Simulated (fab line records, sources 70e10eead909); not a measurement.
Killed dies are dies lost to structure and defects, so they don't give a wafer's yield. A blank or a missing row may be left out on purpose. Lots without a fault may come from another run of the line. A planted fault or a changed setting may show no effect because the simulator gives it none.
fab line records | flow nand_harc | part 2 of 2: steps 24 to 33 of 33
record lots=5 wafers=15 last_day=33
route steps=1302 shown P_M2@327 P_BONDPAD@351
lots that met no fault: from a run of the same line without faults
start_h: hours from the record's first day to the start of the lot's first wafer shown | wait_h: hours since the lot's step before | " the same as in the row above | L1.1+2: a row that stands for several wafers | - no value, or no start given | * or withheld: withheld | < > ~ a bound
route shown NAME@n: a module of which the file shows steps, and the number in the route of the first | usual: mean/standard deviation of fault-free wafers | same: alike in all rows | chamber/n: place in a boat | sites: the reading at each site | _std_site: their standard deviation | _edge_site: outer sites' mean less inner sites' | radius_mm: how far each site lies from the wafer's centre | mask NAME#n: copy n | behind: the tool/chamber that last shaped the wafer | hold: why the lot was held/for how many hours/how that ended | device: the transistor (n, p or np) that didn't switch | end of line: the same wafers' tests at the end of the route | a step without rows: its recipe alone | killed: dies lost to structure and defects at the first sort, not the wafer's yield | map: a wafer's dies, x killed, . not, _ none there
set.NAME: the setting as run; set.NAME@STEP: as run at that earlier step | model.NAME: the simulator's own value behind a step, which no gauge read
lots at some steps of the route; a table a step, a row a wafer
services: from which hour (start_h, from the record's first day; less than 0 if before it) a tool's chamber was out of use, for how many hours, and why
## steps
# step NHARC_P_BONDPAD_DEP_00
# recipe target_thk_a=2500 temp_c=370 target_thk_nm=250 pressure_torr=3 flow_sccm=200 rf_w=450 material=SiCN
# usual heater_power_w=558/79
# columns lot.wafer tool chamber start_h wait_h heater_power_w
L074.1 pecvd-04 0 137.26 - 641
L074.6 " 2 " " 706
L074.5 " 1 " " 579
L087.2 pecvd-03 2 279.07 - 433
L087.5 " 0 " " 574
L087.4 " 1 " " 466
L091.2 pecvd-02 0 303.92 - 637
L091.4 " 1 " " 499
L091.6 " 0 " " 514
L093.1 pecvd-02 1 324.49 - 568
L093.2 " 2 " " 490
L093.4 " 1 " " 458
L097.1 pecvd-02 1 361.04 - 474
L097.5 " 1 " " 491
L097.6 " 2 " " 523
# step NHARC_P_BONDPAD_CMP_32
# recipe target_thk_nm=200 material=SiCN
# usual motor_current_A=11.7/1.3 retaining_ring_pressure_frac=1.000/0.005
# columns lot.wafer tool chamber start_h wait_h motor_current_A retaining_ring_pressure_frac
L074.1 cmp-03 1 137.67 - 12.5 0.995
L074.5 " 3 " " 9.4 1.005
L074.6 " 0 " " 10.6 1.001
L087.2 cmp-04 2 279.38 - 11.5 1.004
L087.4 " 1 " " 14.3 0.999
L087.5 " 2 " " 11.5 1.005
L091.2 cmp-03 3 304.46 0.5 9.8 1.001
L091.4 " 2 " " 12.3 0.998
L091.6 " 0 " " 10.6 0.991
L093.2 cmp-01 0 324.86 - 12.8 0.996
L093.4 " 1 " " 12.0 0.995
L093.1 " 2 " " 12.0 1.000
L097.1 cmp-03 3 361.47 - 9.4 0.996
L097.6 " 2 " " 12.7 0.994
L097.5 " 3 " " 9.6 0.996
# step NHARC_P_BONDPAD_THK_MEAS_33
# recipe thk_meas_gauge=ellipsometry
# usual thk_nm=200.3/1.9
# columns lot.wafer tool chamber start_h wait_h thk_nm
L074.1 film_metro-02 - 137.87 0.2 202.2
L074.5 " - " " 197.4
L074.6 " - " " 202.9
L087.2 film_metro-02 - 279.63 0.2 202.5
L087.4 " - " " 199.5
L087.5 " - " " 202.1
L091.2 film_metro-02 - 304.71 0.2 197.6
L091.4 " - " " 201.9
L091.6 " - " " 202.8
L093.1 film_metro-02 - 325.11 0.2 201.3
L093.2 " - " " 200.1
L093.4 " - " " 202.9
L097.1 film_metro-01 - 361.70 0.2 200.0
L097.5 " - " " 196.9
L097.6 " - " " 202.4
# step NHARC_P_BONDPAD_SRD_34
# columns lot.wafer tool chamber start_h wait_h
L074.6+5+1 wet_bench-08 6,0,1 137.92 0.0
L087.2+5+4 wet_bench-08 5,6,0 279.67 0.0
L091.4+6+2 wet_bench-10 0,1,4 304.76 0.0
L093.1+2+4 wet_bench-08 0,1,2 325.15 0.0
L097.6+5+1 wet_bench-08 0,1,3 361.74 0.0
# step NHARC_P_BONDPAD_DEHYDRATE_01
# recipe temp_c=150 time_s=120
# usual heater_power_total_W=182.6/1.2 resist_line_temp_C=22.99/0.11
# columns lot.wafer tool chamber start_h wait_h heater_power_total_W resist_line_temp_C
L074.1 litho_track-03 0 137.99 0.1 182.2 22.88
L074.5 " 0 " " 183.4 22.90
L074.6 " 0 " " 184.4 22.89
L087.2 litho_track-07 0 279.75 0.1 183.8 23.09
L087.4 " 0 " " 181.8 22.97
L087.5 " 0 " " 181.4 22.94
L091.2 litho_track-02 0 304.84 0.1 181.1 22.98
L091.4 " 0 " " 182.5 22.88
L091.6 " 0 " " 181.5 22.84
L093.1 litho_track-07 0 325.23 0.1 181.0 22.92
L093.2 " 0 " " 182.2 22.93
L093.4 " 0 " " 184.0 22.85
L097.1 litho_track-07 0 361.82 0.1 183.8 22.98
L097.5 " 0 " " 183.8 22.94
L097.6 " 0 " " 181.0 22.90
# step NHARC_P_BONDPAD_HMDS_02
# recipe time_s=30
# usual resist_line_temp_C=23.00/0.11
# columns lot.wafer tool chamber start_h wait_h resist_line_temp_C
L074.1 litho_track-03 0 - - 23.05
L074.5 " 0 " " 23.09
L074.6 " 0 " " 23.05
L087.2 litho_track-07 0 - - 22.91
L087.4 " 0 " " 22.91
L087.5 " 0 " " 22.82
L091.2 litho_track-02 0 - - 23.19
L091.4 " 0 " " 23.11
L091.6 " 0 " " 23.09
L093.1 litho_track-07 0 - - 22.73
L093.2 " 0 " " 22.85
L093.4 " 0 " " 22.85
L097.1 litho_track-07 0 - - 23.00
L097.5 " 0 " " 22.96
L097.6 " 0 " " 22.98
# step NHARC_P_BONDPAD_COAT_36
# recipe temp_c=200 time_s=65
# usual heater_power_total_W=386.0/1.3 resist_line_temp_C=22.99/0.096
# columns lot.wafer tool chamber start_h wait_h heater_power_total_W resist_line_temp_C
L074.1 litho_track-03 0 - - 384.1 22.99
L074.5 " 0 " " 384.2 23.00
L074.6 " 0 " " 385.6 23.07
L087.2 litho_track-07 0 - - 386.4 23.04
L087.4 " 0 " " 388.1 22.97
L087.5 " 0 " " 387.1 23.04
L091.2 litho_track-02 0 - - 384.6 22.95
L091.4 " 0 " " 386.6 23.27
L091.6 " 0 " " 384.7 23.06
L093.1 litho_track-07 0 - - 387.0 22.87
L093.2 " 0 " " 384.8 23.07
L093.4 " 0 " " 385.0 22.87
L097.1 litho_track-07 0 - - 387.5 22.94
L097.5 " 0 " " 386.3 22.93
L097.6 " 0 " " 384.4 23.06
# step NHARC_P_BONDPAD_COAT_03
# recipe spin_rpm=2000 resist_thk_nm=600
# usual resist_line_temp_C=23.01/0.088
# columns lot.wafer tool chamber start_h wait_h resist_line_temp_C
L074.1 litho_track-03 0 - - 23.06
L074.5 " 0 " " 23.11
L074.6 " 0 " " 22.95
L087.2 litho_track-07 0 - - 23.07
L087.4 " 0 " " 23.13
L087.5 " 0 " " 23.04
L091.2 litho_track-02 0 - - 23.07
L091.4 " 0 " " 23.09
L091.6 " 0 " " 23.02
L093.1 litho_track-07 0 - - 22.98
L093.2 " 0 " " 22.97
L093.4 " 0 " " 23.05
L097.1 litho_track-07 0 - - 22.79
L097.5 " 0 " " 22.93
L097.6 " 0 " " 22.84
# step NHARC_P_BONDPAD_SOFTBAKE_04
# recipe temp_c=125 time_s=70
# usual heater_power_total_W=200.7/1.3 resist_line_temp_C=22.98/0.11
# columns lot.wafer tool chamber start_h wait_h heater_power_total_W resist_line_temp_C
L074.1 litho_track-03 0 - - 202.6 22.83
L074.5 " 0 " " 199.2 22.82
L074.6 " 0 " " 199.3 23.06
L087.2 litho_track-07 0 - - 202.5 23.01
L087.4 " 0 " " 202.5 23.03
L087.5 " 0 " " 201.0 23.06
L091.2 litho_track-02 0 - - 199.1 22.96
L091.4 " 0 " " 202.6 23.04
L091.6 " 0 " " 200.5 23.15
L093.1 litho_track-07 0 - - 199.9 23.07
L093.2 " 0 " " 198.9 23.06
L093.4 " 0 " " 200.7 22.92
L097.1 litho_track-07 0 - - 199.6 23.01
L097.5 " 0 " " 200.6 23.17
L097.6 " 0 " " 199.0 23.00
# step NHARC_P_BONDPAD_EBR_05
# usual resist_line_temp_C=23.02/0.11
# columns lot.wafer tool chamber start_h wait_h resist_line_temp_C
L074.1 litho_track-03 0 - - 23.12
L074.5 " 0 " " 23.04
L074.6 " 0 " " 22.90
L087.2 litho_track-07 0 - - 23.09
L087.4 " 0 " " 23.06
L087.5 " 0 " " 22.90
L091.2 litho_track-02 0 - - 22.74
L091.4 " 0 " " 22.93
L091.6 " 0 " " 22.85
L093.1 litho_track-07 0 - - 22.85
L093.2 " 0 " " 22.96
L093.4 " 0 " " 22.79
L097.1 litho_track-07 0 - - 22.94
L097.5 " 0 " " 23.13
L097.6 " 0 " " 23.08
## services
# columns tool chamber start_h hours kind
wet_bench-08 - 118.40 8.0 pm
cmp-03 - 122.60 5.3 repair
pecvd-03 0 138.96 10.2 repair
pecvd-02 - 144.82 1.4 repair
pvd_sputter-03 - 162.79 2.1 repair
pvd_sputter-03 - 170.05 10.0 pm
pecvd-03 - 185.25 13.0 pm
cmp-03 - 197.01 4.0 pm
wet_bench-08 - 205.98 7.4 repair
cmp-03 - 206.98 0.6 repair
rie_diel-02 - 216.70 9.0 pm
litho_track-02 - 227.00 7.0 pm
pecvd-02 - 227.45 13.0 pm
cmp-03 - 244.37 1.5 repair
litho_track-07 - 251.00 7.0 pm
pecvd-02 0 252.44 8.4 repair
rie_diel-02 3 254.78 8.2 repair
litho_track-03 - 275.00 7.0 pm
rie_diel-02 3 294.24 3.5 repair
wet_bench-08 - 294.40 8.0 pm
pvd_sputter-03 - 318.51 4.7 repair
pvd_sputter-03 - 348.05 10.0 pm
pecvd-03 - 349.53 1.3 repair
rie_diel-02 3 353.74 5.9 repair
